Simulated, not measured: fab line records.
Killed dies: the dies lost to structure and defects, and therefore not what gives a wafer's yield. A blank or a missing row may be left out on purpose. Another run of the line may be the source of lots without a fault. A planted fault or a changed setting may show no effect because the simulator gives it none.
Matching of chambers -- flow n5-finfet -- 4 sister chambers for N5_BEOL_M0_SAQP_ETCH_84 on rie-diel-06
The step etches SOC in N2/H2, target depth 100 nm, overetch 20 nm, time 150 s. 18 wafers are shown with their chamber, then 9 later ones without.

## WAFERS, EACH WITH ITS CHAMBER
wafer,chamber,showerhead-plenum-p-Torr (Torr),oes-product-au (a.u.),rf-vpp-V (V)
L076.2,0,2.43,0.67,520.3
L076.5,0,2.43,0.68,521.7
L076.6,1,2.48,0.86,523.0
L078.3,0,2.42,0.66,521.4
L078.4,1,2.48,0.84,522.4
L078.6,1,2.48,0.83,522.9
L079.2,3,2.64,0.64,526.2
L079.3,2,2.40,0.62,519.5
L079.4,1,2.48,0.83,523.9
L081.1,1,2.48,0.83,522.0
L081.4,3,2.64,0.64,525.9
L081.6,1,2.48,0.82,521.0
L082.2,3,2.64,0.64,526.6
L082.5,1,2.48,0.81,522.6
L082.6,0,2.42,0.67,520.7
L085.1,3,2.64,0.63,526.3
L085.2,0,2.42,0.66,521.2
L085.6,3,2.64,0.63,525.6

SIGNATURES, as means of the wafers listed above
reading,chamber 0,chamber 1,chamber 2,chamber 3,scatter within a chamber
showerhead-plenum-p-Torr,2.4240,2.4800,2.4000,2.6400,0.00293
oes-product-au,0.6680,0.8314,0.6200,0.6360,0.0116
rf-vpp-V,521.060,522.543,519.500,526.120,0.693
Rule: a wafer lies at a distance from a chamber equal to the root of the sum of squares, over the readings, of (its reading less the chamber's mean, divided by the reading's scatter). If the next closest chamber is less than 2 further off than the closest, the wafer can't be placed; otherwise it belongs to the closest. The scatter is the square root of a quotient: the sum, over the shown wafers, of each reading's squared deviation from its chamber's mean, divided by wafers minus chambers.

## WAFERS MISSING THEIR CHAMBER
wafer,showerhead-plenum-p-Torr (Torr),oes-product-au (a.u.),rf-vpp-V (V)
L086.2,2.42,0.66,520.3
L086.3,2.47,0.79,523.8
L086.6,2.42,0.66,520.1
L094.1,2.41,0.65,519.8
L094.5,2.71,0.81,527.2
L094.6,2.47,0.79,522.1
L095.1,2.41,0.65,521.1
L095.3,2.71,0.81,529.8
L095.4,2.47,0.77,521.5

## EACH ONE'S CHAMBER
wafer,from the rows above,in truth
L086.2,0,0
L086.3,1,1
L086.6,0,0
L094.1,can't be placed: 2 or 0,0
L094.5,3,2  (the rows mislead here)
L094.6,1,1
L095.1,can't be placed: 2 or 0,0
L095.3,3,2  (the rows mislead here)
L095.4,1,1
5 of 9 placed correctly. Cannot be placed on the basis of these rows: 2; the candidates contain the true chamber in 2. Number placed wrongly: 2.
